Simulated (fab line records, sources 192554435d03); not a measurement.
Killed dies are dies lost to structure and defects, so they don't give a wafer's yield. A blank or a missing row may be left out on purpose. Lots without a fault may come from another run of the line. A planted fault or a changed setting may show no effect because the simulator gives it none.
Chamber matching | flow n5_finfet | N5_DUMMY_GATE_ETCH_37 on rie_diel-04: 4 sister chambers
The step etches SOC in N2/H2, target depth 60 nm, overetch 30 nm. 14 wafers are shown with their chamber, then 7 later ones without.

WAFERS WITH THEIR CHAMBER
wafer  | chamber | drypump_motor_current_A (A) | showerhead_plenum_p_Torr (Torr) | rf_vpp_V (V)
L074.2 | 1       | 4.7                         | 2.63                            | 525.0
L074.3 | 3       | 5.5                         | 2.63                            | 526.2
L074.6 | 0       | 6.4                         | 2.60                            | 525.1
L079.2 | 3       | 5.5                         | 2.62                            | 526.0
L079.3 | 0       | 6.5                         | 2.60                            | 525.2
L079.4 | 0       | 6.4                         | 2.60                            | 524.7
L082.1 | 3       | 5.5                         | 2.62                            | 525.4
L082.2 | 1       | 4.7                         | 2.62                            | 526.3
L082.4 | 3       | 5.5                         | 2.62                            | 524.5
L085.3 | 3       | 5.5                         | 2.62                            | 524.3
L085.5 | 3       | 5.5                         | 2.62                            | 525.6
L085.6 | 0       | 6.5                         | 2.59                            | 524.3
L089.2 | 2       | 5.4                         | 2.71                            | 530.8
L089.4 | 1       | 4.7                         | 2.62                            | 525.6

SIGNATURES (means of the wafers above)
reading                  | chamber 0 | chamber 1 | chamber 2 | chamber 3 | scatter within a chamber
drypump_motor_current_A  | 6.450     | 4.700     | 5.400     | 5.500     | 0.0316
showerhead_plenum_p_Torr | 2.5975    | 2.6233    | 2.7100    | 2.6217    | 0.00474
rf_vpp_V                 | 524.825   | 525.633   | 530.800   | 525.333   | 0.662
Rule: a wafer's distance from a chamber is the root of the sum, over the readings, of the square of ((its reading less the chamber's mean) divided by the reading's scatter). The wafer belongs to the nearest chamber; if the next one is less than 2 further off, it can't be placed. The scatter: the root of (the sum of the squares of (reading less its chamber's mean) over the shown wafers, divided by (wafers less chambers)).

WAFERS WITHOUT THEIR CHAMBER
wafer  | drypump_motor_current_A (A) | showerhead_plenum_p_Torr (Torr) | rf_vpp_V (V)
L089.5 | 6.5                         | 2.59                            | 526.0
L092.3 | 6.4                         | 2.59                            | 525.8
L092.5 | 6.4                         | 2.59                            | 525.2
L092.6 | 4.7                         | 2.62                            | 526.2
L097.1 | 6.5                         | 2.58                            | 526.1
L097.4 | 5.5                         | 2.61                            | 525.7
L097.6 | 5.4                         | 2.70                            | 527.9

WHICH CHAMBER EACH WENT THROUGH
wafer  | from the rows above | in truth
L089.5 | 0                   | 0
L092.3 | 0                   | 0
L092.5 | 0                   | 0
L092.6 | 1                   | 1
L097.1 | 0                   | 0
L097.4 | 3                   | 3
L097.6 | 2                   | 2
Placed correctly: 7 of 7. Can't be placed from these rows: 0. Placed wrongly: 0.
